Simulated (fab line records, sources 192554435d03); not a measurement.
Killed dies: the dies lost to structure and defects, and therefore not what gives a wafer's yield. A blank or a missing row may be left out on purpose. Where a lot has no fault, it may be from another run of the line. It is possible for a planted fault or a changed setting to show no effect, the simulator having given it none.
A sampling plan put to the test -- flow n5 finfet -- one fab line, 74 faults that these records tell of, each judged on the records of the lots that it struck; 2 more are left out, because the records don't allow judging them
The line's own looks make up the plan; these are the steps of the route where a gauge or inspection reads the wafer and leaves it unchanged. A look is open to judgement when struck wafers have a number at it and the file gives its usual mean and standard deviation on fault-free wafers. Caught: the struck wafers' mean, at a look after the fault's first step, is 4 or more of those standard deviations (sigma) away from the usual mean. On the tool: the test repeated on the tool's own readings taken at the fault's steps. If the struck wafers alone have a blank record, or they carry another recipe, that too counts as caught.

== THE FAULTS, as the simulator had put them in ==
1. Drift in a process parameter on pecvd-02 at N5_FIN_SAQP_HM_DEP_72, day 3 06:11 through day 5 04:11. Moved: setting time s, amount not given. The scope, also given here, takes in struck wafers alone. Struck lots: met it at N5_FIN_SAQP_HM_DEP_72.
2. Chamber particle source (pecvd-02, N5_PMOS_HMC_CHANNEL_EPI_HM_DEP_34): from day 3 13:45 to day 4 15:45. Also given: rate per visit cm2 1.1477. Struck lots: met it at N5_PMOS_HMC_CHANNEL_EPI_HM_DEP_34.
3. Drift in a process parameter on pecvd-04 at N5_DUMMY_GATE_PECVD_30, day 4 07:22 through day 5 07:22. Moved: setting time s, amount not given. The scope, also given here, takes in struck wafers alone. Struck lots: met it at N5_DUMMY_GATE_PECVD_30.
4. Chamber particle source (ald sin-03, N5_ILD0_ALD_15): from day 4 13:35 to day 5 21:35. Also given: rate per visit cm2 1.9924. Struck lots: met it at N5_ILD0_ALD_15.
5. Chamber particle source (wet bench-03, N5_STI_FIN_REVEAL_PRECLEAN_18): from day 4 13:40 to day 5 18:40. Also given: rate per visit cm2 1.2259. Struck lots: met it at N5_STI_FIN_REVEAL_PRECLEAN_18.
6. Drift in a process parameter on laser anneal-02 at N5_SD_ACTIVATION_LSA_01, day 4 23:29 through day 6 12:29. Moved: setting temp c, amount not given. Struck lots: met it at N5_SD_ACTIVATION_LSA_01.
7. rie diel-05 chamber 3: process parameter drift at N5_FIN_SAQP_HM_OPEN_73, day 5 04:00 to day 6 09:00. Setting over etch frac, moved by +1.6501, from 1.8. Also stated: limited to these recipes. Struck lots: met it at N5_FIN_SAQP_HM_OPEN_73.
8. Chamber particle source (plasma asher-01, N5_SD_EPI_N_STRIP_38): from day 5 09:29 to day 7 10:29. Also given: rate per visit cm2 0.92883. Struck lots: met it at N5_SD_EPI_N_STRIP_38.
9. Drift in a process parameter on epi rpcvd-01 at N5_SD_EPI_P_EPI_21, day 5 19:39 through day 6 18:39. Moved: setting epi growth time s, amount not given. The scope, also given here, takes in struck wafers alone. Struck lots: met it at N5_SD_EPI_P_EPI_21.
10. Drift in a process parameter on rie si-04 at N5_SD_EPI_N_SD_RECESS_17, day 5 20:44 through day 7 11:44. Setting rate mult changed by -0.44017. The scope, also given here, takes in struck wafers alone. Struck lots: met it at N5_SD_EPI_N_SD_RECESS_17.
11. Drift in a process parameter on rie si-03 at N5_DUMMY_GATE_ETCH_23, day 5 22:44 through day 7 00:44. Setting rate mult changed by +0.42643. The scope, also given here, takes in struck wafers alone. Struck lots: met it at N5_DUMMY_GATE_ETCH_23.
12. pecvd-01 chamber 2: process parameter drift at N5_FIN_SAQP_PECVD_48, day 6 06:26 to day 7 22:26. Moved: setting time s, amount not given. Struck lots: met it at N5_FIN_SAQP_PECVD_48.
13. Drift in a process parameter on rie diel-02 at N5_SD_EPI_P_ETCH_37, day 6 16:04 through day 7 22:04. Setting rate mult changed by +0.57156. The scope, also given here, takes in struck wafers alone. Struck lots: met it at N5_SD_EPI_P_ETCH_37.
14. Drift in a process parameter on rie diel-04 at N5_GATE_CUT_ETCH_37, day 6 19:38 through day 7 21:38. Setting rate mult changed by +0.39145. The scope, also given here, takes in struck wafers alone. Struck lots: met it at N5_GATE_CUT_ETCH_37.
15. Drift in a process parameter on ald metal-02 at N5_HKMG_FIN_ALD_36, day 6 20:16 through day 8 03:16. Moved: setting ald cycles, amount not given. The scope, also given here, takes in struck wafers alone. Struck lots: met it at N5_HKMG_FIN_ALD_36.
16. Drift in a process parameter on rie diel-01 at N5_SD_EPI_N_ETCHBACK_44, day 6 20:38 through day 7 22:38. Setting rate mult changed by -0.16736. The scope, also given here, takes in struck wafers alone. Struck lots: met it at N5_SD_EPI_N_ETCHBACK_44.
17. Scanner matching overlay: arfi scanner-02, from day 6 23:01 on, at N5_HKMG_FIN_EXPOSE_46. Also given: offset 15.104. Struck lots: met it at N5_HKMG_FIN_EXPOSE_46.
18. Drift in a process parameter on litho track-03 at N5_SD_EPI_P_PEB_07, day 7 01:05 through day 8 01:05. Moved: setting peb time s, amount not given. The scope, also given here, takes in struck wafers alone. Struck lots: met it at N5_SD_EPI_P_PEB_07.
19. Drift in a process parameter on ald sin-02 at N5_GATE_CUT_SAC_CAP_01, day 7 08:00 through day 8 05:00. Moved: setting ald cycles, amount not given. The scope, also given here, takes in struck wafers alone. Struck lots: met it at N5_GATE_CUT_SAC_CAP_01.
20. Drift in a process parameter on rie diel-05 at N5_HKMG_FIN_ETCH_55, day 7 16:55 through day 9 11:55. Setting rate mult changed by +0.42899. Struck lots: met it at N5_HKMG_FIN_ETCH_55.
21. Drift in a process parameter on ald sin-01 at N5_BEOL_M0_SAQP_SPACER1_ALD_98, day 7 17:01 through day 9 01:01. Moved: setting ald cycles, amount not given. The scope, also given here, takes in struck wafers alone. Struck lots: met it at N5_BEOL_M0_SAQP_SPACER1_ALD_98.
22. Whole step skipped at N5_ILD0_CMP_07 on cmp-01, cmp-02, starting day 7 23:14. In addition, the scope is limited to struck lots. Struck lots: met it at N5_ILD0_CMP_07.
23. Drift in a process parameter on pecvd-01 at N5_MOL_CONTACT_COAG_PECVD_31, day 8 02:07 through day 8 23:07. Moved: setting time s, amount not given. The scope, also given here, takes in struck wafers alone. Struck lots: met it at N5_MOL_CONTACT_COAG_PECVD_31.
24. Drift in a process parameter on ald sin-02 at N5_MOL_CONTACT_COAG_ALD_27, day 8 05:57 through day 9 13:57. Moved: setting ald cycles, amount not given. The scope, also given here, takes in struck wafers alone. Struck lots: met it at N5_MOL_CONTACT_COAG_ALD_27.
25. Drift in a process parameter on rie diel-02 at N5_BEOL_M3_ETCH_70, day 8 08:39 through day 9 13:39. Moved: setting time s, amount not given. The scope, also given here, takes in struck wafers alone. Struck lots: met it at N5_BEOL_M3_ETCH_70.
26. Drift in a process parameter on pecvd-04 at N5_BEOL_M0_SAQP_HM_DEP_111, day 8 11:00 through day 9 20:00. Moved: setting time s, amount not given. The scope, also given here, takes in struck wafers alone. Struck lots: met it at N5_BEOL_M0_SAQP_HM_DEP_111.
27. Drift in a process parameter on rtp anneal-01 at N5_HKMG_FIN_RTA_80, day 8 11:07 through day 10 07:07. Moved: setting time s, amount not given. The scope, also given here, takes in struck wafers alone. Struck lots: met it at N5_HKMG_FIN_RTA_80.
28. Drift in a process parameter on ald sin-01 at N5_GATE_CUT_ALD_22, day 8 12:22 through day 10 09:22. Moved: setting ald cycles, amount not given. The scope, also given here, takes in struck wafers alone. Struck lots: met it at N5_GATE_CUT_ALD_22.
29. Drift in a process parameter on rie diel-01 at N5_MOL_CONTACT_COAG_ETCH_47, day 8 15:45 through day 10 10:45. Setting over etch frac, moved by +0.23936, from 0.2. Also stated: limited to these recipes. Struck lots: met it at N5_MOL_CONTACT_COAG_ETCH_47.
30. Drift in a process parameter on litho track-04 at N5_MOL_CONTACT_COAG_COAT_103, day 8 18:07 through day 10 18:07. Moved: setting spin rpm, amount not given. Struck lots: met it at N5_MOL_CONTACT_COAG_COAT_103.
31. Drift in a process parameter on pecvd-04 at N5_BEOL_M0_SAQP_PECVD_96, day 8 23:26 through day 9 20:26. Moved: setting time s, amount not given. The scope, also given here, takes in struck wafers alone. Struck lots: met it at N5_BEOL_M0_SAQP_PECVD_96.
32. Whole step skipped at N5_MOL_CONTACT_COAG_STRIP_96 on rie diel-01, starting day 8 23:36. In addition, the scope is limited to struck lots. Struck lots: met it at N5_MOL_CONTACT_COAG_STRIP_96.
33. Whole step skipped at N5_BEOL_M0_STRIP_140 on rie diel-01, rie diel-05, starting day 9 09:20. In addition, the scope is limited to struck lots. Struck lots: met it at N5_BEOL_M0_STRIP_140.
34. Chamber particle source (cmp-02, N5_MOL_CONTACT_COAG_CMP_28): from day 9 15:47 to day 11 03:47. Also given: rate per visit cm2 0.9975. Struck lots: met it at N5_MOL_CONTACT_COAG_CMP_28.
35. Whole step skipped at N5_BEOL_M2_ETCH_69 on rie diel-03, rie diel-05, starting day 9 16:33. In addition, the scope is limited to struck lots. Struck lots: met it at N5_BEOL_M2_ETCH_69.
36. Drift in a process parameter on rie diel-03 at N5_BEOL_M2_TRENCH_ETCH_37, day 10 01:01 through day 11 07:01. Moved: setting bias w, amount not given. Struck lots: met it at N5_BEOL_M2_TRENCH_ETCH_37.
37. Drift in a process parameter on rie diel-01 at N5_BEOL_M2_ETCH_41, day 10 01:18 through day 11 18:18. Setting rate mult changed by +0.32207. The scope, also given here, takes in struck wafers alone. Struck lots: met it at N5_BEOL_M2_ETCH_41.
38. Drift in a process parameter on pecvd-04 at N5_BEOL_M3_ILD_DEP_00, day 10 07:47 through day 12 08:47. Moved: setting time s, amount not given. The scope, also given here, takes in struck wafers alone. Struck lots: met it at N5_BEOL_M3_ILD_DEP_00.
39. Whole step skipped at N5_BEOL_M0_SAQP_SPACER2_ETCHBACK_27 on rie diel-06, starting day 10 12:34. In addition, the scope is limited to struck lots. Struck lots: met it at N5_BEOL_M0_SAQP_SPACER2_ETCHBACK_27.
40. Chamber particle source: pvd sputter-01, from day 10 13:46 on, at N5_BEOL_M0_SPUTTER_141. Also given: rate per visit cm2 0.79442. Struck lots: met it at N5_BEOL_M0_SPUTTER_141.
41. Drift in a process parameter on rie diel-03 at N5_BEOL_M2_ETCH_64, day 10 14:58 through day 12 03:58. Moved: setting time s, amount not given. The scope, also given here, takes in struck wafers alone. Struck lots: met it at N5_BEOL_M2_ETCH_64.
42. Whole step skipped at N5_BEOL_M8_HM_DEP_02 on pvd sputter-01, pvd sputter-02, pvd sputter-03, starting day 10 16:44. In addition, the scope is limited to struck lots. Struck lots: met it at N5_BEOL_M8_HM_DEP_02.
43. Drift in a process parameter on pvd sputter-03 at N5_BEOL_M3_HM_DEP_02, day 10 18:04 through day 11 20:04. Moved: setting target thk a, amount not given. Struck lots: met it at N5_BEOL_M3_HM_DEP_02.
44. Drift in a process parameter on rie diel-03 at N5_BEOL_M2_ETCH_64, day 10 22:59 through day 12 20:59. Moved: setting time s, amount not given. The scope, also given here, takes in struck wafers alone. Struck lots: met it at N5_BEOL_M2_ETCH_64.
45. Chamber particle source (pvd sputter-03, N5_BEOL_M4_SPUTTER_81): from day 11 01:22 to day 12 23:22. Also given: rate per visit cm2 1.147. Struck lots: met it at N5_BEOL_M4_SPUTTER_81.
46. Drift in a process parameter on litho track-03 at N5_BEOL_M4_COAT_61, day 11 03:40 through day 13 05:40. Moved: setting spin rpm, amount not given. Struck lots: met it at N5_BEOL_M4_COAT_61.
47. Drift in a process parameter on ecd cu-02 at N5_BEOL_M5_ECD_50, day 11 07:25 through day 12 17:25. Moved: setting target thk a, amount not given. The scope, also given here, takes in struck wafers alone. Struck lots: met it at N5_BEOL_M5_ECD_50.
48. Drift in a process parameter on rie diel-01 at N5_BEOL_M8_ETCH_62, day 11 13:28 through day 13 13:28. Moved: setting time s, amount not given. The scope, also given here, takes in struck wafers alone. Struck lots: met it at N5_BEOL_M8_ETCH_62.
49. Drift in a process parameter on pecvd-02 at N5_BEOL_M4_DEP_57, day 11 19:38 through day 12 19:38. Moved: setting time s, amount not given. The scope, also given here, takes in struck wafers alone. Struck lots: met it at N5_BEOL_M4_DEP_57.
50. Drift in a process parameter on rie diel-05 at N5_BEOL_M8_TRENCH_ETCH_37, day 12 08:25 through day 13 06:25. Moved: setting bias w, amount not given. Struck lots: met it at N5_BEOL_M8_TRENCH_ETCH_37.
51. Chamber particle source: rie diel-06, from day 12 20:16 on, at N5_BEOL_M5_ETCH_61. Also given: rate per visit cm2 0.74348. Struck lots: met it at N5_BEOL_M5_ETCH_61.
52. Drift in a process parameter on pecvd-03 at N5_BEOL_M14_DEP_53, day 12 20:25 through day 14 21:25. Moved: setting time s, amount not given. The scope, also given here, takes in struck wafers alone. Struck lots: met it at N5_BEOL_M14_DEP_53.
53. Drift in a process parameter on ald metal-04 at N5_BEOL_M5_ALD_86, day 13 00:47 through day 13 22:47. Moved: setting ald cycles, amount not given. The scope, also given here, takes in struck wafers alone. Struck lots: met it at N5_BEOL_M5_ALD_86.
54. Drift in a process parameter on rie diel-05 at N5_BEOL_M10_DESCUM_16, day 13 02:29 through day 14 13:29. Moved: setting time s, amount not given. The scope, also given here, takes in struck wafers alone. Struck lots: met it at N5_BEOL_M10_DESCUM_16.
55. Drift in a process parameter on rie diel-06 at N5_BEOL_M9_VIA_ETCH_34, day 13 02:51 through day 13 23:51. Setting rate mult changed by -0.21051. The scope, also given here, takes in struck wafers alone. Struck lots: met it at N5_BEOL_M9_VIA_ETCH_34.
56. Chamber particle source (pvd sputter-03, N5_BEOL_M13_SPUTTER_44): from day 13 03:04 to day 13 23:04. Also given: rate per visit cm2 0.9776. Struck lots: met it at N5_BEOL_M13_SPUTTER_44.
57. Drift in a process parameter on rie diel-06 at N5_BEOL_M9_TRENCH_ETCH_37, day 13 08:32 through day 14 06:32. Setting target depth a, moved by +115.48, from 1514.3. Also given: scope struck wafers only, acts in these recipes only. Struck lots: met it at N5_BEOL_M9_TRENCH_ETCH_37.
58. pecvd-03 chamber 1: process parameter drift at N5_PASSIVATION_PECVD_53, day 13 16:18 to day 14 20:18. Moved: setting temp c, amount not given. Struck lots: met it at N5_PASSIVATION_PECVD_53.
59. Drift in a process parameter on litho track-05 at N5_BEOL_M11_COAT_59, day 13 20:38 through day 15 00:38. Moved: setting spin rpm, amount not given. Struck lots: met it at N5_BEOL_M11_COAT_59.
60. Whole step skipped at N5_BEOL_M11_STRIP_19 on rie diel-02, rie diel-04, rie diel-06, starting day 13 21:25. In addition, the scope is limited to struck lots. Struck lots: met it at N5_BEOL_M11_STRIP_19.
61. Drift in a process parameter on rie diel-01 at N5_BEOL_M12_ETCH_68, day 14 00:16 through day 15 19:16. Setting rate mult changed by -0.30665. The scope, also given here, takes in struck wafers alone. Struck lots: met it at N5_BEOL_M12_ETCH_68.
62. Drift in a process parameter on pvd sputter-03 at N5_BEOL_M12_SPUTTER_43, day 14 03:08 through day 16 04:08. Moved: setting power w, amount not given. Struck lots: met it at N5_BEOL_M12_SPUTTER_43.
63. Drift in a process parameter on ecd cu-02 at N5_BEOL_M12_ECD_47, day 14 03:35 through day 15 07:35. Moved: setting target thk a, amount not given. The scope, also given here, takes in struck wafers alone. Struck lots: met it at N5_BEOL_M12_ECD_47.
64. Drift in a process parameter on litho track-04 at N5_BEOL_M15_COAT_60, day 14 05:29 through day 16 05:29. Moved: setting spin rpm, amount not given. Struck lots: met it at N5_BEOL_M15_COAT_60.
65. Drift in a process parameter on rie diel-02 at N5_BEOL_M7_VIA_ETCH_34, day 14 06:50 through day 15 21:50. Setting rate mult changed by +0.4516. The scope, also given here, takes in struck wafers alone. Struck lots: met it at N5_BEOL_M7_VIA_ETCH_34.
66. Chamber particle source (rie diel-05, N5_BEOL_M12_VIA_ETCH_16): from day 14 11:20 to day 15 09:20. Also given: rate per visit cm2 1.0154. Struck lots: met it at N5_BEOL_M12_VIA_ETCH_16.
67. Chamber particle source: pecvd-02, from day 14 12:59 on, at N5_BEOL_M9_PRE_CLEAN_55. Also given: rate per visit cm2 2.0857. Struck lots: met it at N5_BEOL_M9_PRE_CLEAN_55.
68. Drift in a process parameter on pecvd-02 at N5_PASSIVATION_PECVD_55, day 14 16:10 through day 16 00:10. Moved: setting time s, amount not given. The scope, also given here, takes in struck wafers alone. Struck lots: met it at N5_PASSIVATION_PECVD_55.
69. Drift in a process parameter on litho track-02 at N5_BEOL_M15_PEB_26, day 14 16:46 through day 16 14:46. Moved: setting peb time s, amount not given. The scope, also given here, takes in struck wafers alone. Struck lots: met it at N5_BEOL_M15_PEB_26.
70. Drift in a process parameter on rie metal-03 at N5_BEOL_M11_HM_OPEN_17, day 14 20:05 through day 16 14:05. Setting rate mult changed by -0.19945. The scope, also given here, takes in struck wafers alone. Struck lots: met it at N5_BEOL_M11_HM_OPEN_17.
71. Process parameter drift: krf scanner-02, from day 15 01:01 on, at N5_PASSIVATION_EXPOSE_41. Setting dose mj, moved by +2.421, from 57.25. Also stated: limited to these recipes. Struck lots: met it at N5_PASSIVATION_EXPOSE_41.
72. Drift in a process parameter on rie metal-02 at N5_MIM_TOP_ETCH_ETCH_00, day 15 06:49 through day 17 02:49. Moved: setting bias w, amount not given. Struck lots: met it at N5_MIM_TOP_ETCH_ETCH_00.
73. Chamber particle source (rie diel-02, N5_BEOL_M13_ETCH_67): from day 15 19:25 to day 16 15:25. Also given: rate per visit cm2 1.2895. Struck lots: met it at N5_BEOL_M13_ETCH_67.
74. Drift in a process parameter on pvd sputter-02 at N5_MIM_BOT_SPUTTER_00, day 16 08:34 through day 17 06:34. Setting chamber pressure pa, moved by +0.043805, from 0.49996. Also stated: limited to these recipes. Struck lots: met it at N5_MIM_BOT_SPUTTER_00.

== WHAT THE PLAN SAW ==
fault,on the tool itself,first look that catches it,"reading, sigma",median hours from its first step to that look,hours from the fault's start to the first struck lot there,judged looks passed uncaught
1,only faintly: heater power w +2.2 sigma,none of the 3 looks that can be judged after it,-,-,-,3
2,under 2 sigma,not the one look that can be judged after it,-,-,-,1
3,under 2 sigma,not the one look that can be judged after it,"strongest: SS_N at N5_BEOL_M4_RC_MEAS_101, +3.5",-,-,1
4,under 2 sigma,no look after it can be judged,-,-,-,0
5,under 2 sigma,N5_STI_FIN_REVEAL_INSPECT_13,raw defect count +99 or beyond,0.1,6,0
6,wafer_temp_C_max -23 sigma,N5_SD_ACTIVATION_RS_MEAS_03,RS_SD_N +13,0.2,9,0
7,under 2 sigma,not the one look that can be judged after it,-,-,-,1
8,under 2 sigma,N5_SD_EPI_N_INSPECT_26,raw defect count +12,3.5,6,0
9,under 2 sigma,N5_SD_EPI_P_EPI_MEAS_23,thk nm -26,1.1,9,0
10,oes product au -6.8 sigma,N5_BEOL_M4_RC_MEAS_101,CJ_N -19,115.2,131,0
11,oes product au +19 sigma,none of the 2 looks that can be judged after it,-,-,-,2
12,under 2 sigma,none of the 2 looks that can be judged after it,-,-,-,2
13,under 2 sigma,not the one look that can be judged after it,-,-,-,1
14,under 2 sigma,not the one look that can be judged after it,-,-,-,1
15,under 2 sigma,N5_BEOL_M4_RC_MEAS_101,VT_P_LVT -5.5,96.6,100,0
16,under 2 sigma,not the one look that can be judged after it,-,-,-,1
17,no reading that can be judged,N5_HKMG_FIN_OVL_MEAS_50,NDIPOLE_OVL +19,0.2,4,0
18,heater power total W +4.9 sigma,none of the 2 looks that can be judged after it,"strongest: cd nm at N5_SD_EPI_P_CD_MEAS_09, -3.7",-,-,2
19,under 2 sigma,N5_MOL_CONTACT_COAG_THK_MEAS_29,MD_CAP_THK +99 or beyond,17.0,22,0
20,only faintly: oes product au +2.0 sigma,not the one look that can be judged after it,-,-,-,1
21,under 2 sigma,none of the 2 looks that can be judged after it,"strongest: cd nm at N5_BEOL_M0_SAQP_CD_MEAS_25, -3.8",-,-,2
22,the tool's record is blank for the struck wafers,N5_ILD0_THK_MEAS_08,thk nm +58,0.3,1,0
23,no reading that can be judged,N5_MOL_CONTACT_COAG_THK_MEAS_53,VIA_MOL_THK +55,4.4,9,2
24,run length s -99 or beyond sigma,not the one look that can be judged after it,-,-,-,1
25,run length s -20 sigma,not the one look that can be judged after it,-,-,-,1
26,under 2 sigma,not the one look that can be judged after it,-,-,-,1
27,no reading that can be judged,N5_BEOL_M4_RC_MEAS_101,VT_N_LVT -9.4,95.2,106,1
28,under 2 sigma,none of the 2 looks that can be judged after it,-,-,-,2
29,etch rf on time s +14 sigma,not the one look that can be judged after it,-,-,-,1
30,spin speed rpm +52 sigma,not the one look that can be judged after it,-,-,-,1
31,run length s -25 sigma,not the one look that can be judged after it,-,-,-,1
32,the tool's record is blank for the struck wafers,no look after it can be judged,-,-,-,0
33,the tool's record is blank for the struck wafers,not the one look that can be judged after it,-,-,-,1
34,under 2 sigma,N5_MOL_CONTACT_COAG_INSPECT_57,raw defect count +11,2.1,6,1
35,the tool's record is blank for the struck wafers,no look after it can be judged,-,-,-,0
36,bias w -31 sigma,not the one look that can be judged after it,-,-,-,1
37,only faintly: oes product au +2.5 sigma,not the one look that can be judged after it,-,-,-,1
38,under 2 sigma,N5_BEOL_M3_THK_MEAS_01,M3_ILD_THK -37,0.1,8,0
39,the tool's record is blank for the struck wafers,no look after it can be judged,-,-,-,0
40,under 2 sigma,not the one look that can be judged after it,-,-,-,1
41,under 2 sigma,not the one look that can be judged after it,-,-,-,1
42,the tool's record is blank for the struck wafers,no look after it can be judged,-,-,-,0
43,under 2 sigma,N5_BEOL_M3_OCD_MEAS_38,trench depth nm -30,4.0,4,1
44,under 2 sigma,not the one look that can be judged after it,-,-,-,1
45,under 2 sigma,no look after it can be judged,-,-,-,0
46,spin speed rpm -99 or beyond sigma,not the one look that can be judged after it,-,-,-,1
47,no reading that can be judged,not the one look that can be judged after it,-,-,-,1
48,under 2 sigma,no look after it can be judged,-,-,-,0
49,under 2 sigma,none of the 2 looks that can be judged after it,-,-,-,2
50,bias w +99 or beyond sigma,N5_BEOL_M8_OCD_MEAS_38,trench depth nm +6.0,0.2,5,0
51,under 2 sigma,none of the 2 looks that can be judged after it,"strongest: raw defect count at N5_BEOL_M5_INSPECT_30, +3.8",-,-,2
52,under 2 sigma,not the one look that can be judged after it,-,-,-,1
53,under 2 sigma,N5_BEOL_M15_RC_MEAS_101,COMB_M5 +66,90.1,97,0
54,under 2 sigma,no look after it can be judged,-,-,-,0
55,under 2 sigma,none of the 3 looks that can be judged after it,-,-,-,3
56,under 2 sigma,no look after it can be judged,-,-,-,0
57,under 2 sigma,N5_BEOL_M9_OCD_MEAS_38,trench depth nm +4.3,0.2,6,0
58,susceptor temp C +99 or beyond sigma,no look after it can be judged,-,-,-,0
59,spin speed rpm -99 or beyond sigma,no look after it can be judged,-,-,-,0
60,the tool's record is blank for the struck wafers,not the one look that can be judged after it,"strongest: raw defect count at N5_BEOL_M11_INSPECT_30, -3.5",-,-,1
61,only faintly: oes product au -2.0 sigma,none of the 2 looks that can be judged after it,"strongest: SERP_M12 at N5_BEOL_M15_RC_MEAS_101, +3.0",-,-,2
62,cathode dc power W -99 or beyond sigma,not the one look that can be judged after it,-,-,-,1
63,no reading that can be judged,no look after it can be judged,-,-,-,0
64,spin speed rpm -99 or beyond sigma,no look after it can be judged,-,-,-,0
65,under 2 sigma,no look after it can be judged,-,-,-,0
66,under 2 sigma,no look after it can be judged,-,-,-,0
67,no reading that can be judged,N5_BEOL_M9_INSPECT_58,raw defect count +55,0.1,2,0
68,under 2 sigma,no look after it can be judged,-,-,-,0
69,under 2 sigma,N5_BEOL_M15_CD_MEAS_28,cd nm +9.7,0.1,13,0
70,under 2 sigma,no look after it can be judged,-,-,-,0
71,exposure dose mJ cm2 +39 sigma,N5_PASSIVATION_CD_MEAS_44,cd nm +6.4,0.2,8,0
72,bias w -30 sigma,no look after it can be judged,-,-,-,0
73,under 2 sigma,not the one look that can be judged after it,-,-,-,1
74,chamber pressure pa +46 sigma,no look after it can be judged,-,-,-,0
Dash: fault not caught, or number not given in these records.

Caught at a look: 20 of 74. Caught on the tool: 26 of 74. By one or the other: 41 of 74.
Faults caught by the tool alone: 11, 18, 24, 25, 29, 30, 31, 32, 33, 35, 36, 39, 42, 46, 58, 59, 60, 62, 64, 72, 74.
Caught at a look alone: faults 5, 8, 9, 15, 17, 19, 23, 27, 34, 38, 43, 53, 57, 67, 69.
Caught by neither: faults 1, 2, 3, 4, 7, 12, 13, 14, 16, 20, 21, 26, 28, 37, 40, 41, 44, 45, 47, 48, 49, 51, 52, 54, 55, 56, 61, 63, 65, 66, 68, 70, 73.

== THINNER SAMPLING ==
In the worst case, this is how late the first struck lot would be measured if the look that catches a fault measured only every second or every third lot, by lot number:
fault,"struck lots at that look, in order of time",every lot,every second lot,every third lot
5,"L841, L842",6 h,16 h,may miss all 2
6,"L788, L790",9 h,may miss all 2,may miss all 2
8,"L179, L184",6 h,34 h,may miss all 2
9,"L873, L875",9 h,may miss all 2,may miss all 2
10,"L269, L268, L272",131 h,140 h,may miss all 3
15,"L723, L724",100 h,117 h,may miss all 2
17,"L490, L491, L492, L493",4 h,9 h,14 h
19,"L379, L382",22 h,34 h,may miss all 2
22,"L919, L920, L921",1 h,11 h,19 h
23,"L755, L758",9 h,22 h,may miss all 2
27,"L676, L677",106 h,115 h,may miss all 2
34,"L282, L285",6 h,28 h,may miss all 2
38,"L388, L394",8 h,may miss all 2,may miss all 2
43,L273,4 h,may miss it,may miss it
50,"L769, L770",5 h,20 h,may miss all 2
53,"L141, L142",97 h,98 h,may miss all 2
57,L978,6 h,may miss it,may miss it
67,"L931, L935",2 h,may miss all 2,may miss all 2
69,"L839, L842",13 h,17 h,may miss all 2
71,"L578, L577",8 h,16 h,may miss all 2
The hour figures run from when the fault began to the first measured lot among those it struck. Since the struck wafers were tested as one group against 4 sigma, a single lot by itself may lie under the limit. Other struck lots may not be in these records.

== THE LONGEST TIMED WAY FROM STEP TO LOOK ==
Fault 10: the median time between N5_SD_EPI_N_SD_RECESS_17 and N5_BEOL_M4_RC_MEAS_101 is 115.2 hours. No look between them can be judged.
